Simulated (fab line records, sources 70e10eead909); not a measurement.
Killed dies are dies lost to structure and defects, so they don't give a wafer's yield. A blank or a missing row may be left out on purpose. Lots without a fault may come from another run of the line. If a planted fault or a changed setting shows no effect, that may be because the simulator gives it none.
Problem report in the 8D (eight disciplines) form, filled by code + flow nand_harc + the parts of the form that need people (team, actions taken, sign-off) are left out

1. THE ISSUE
At NHARC_A_ONON_D1_THK_MEAS_11, thk_nm averages 1067 nm over 4 wafers from 3 lots, while fault-free wafers read 996 nm, standard deviation 9.8. That is +7.2 standard deviations from the usual mean.
The step: measures by ellipsometry.
Seen first at day 11 05:05 on film_metro-01, wafer L959.2. The record has a number at this step for 45 wafers belonging to 15 lots. Rule for "out" (also "out of limits"): further than 4 standard deviations from the usual mean. The rest of the wafers with a number are treated as sound.

2. WHAT IT IS AND WHAT IT IS NOT
| question                    | is                             | is not                                                                                                                     |
|-----------------------------|--------------------------------|----------------------------------------------------------------------------------------------------------------------------|
| which readings at this step | thk_nm                         | -                                                                                                                          |
| which lots                  | L959, L960, L961               | L951, L952, L953, L956, L963, L966, L968, L970, L971, L972, L973, L974                                                     |
| which wafers of those lots  | L959.2, L960.1, L961.1, L961.2 | L959.3, L959.6, L960.4, L960.6, L961.6                                                                                     |
| read on which gauges        | film_metro-01, film_metro-02   | -                                                                                                                          |
| when                        | from day 11 05:05              | up to then (14 sound wafers); but 27 sound wafers of L960, L961, L963, L966, L968, L970, L971, L972, L973, L974 came after |

3. WHAT RULES OUT EACH SUSPECT
Counting: any tool at a process step up to the reading remains a suspect provided it ran every lot that is out. Sound lots after the first of them don't rule it out here, since some wafers of a struck lot are sound.
- the gauge at NHARC_A_ONON_D1_THK_MEAS_11 is ruled out. 2 gauges (film_metro-01, film_metro-02) read the wafers that are out.
- pecvd_onon-03 at NHARC_A_ONON_D1_DEP_09 (target thk 1000 nm): kept. It ran every lot that is out, first L959 (day 11 04:38).
Left after counting: pecvd_onon-03 at NHARC_A_ONON_D1_DEP_09.

4. THE CAUSE (what the simulator had put in)
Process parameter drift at NHARC_A_ONON_D1_DEP_09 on pecvd_onon-03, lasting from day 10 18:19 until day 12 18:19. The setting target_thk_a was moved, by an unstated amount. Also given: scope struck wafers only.
Counting left only this tool.

5. SEQUENCE OF EFFECTS, ordered by route
One row per reading whose mean, taken over the struck wafers that have a number, lies over 3 standard deviations from the usual. Scope: only readings with a usual standard deviation given in the record; hours: median across lots of the time from each lot's start at the first step in this table that gives one to its start at this step; sigmas: change in usual standard deviations.
| hours | step                        | reading | usual  | on struck wafers | change | sigmas |
|-------|-----------------------------|---------|--------|------------------|--------|--------|
| 0     | NHARC_A_ONON_D1_THK_MEAS_11 | thk_nm  | 996 nm | 1067             | +71    | +7.2   |

6. HOW IT WOULD HAVE BEEN CAUGHT EARLIER
The first out-of-limits reading at a measuring or inspecting step in this record came at day 11 05:05, 11 hours after the fault's start at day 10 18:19.
Of the lots that are out (3), L960, L961 began NHARC_A_ONON_D1_DEP_09 on pecvd_onon-03 after day 11 05:05. A hold on the tool at that time would have spared those 2.
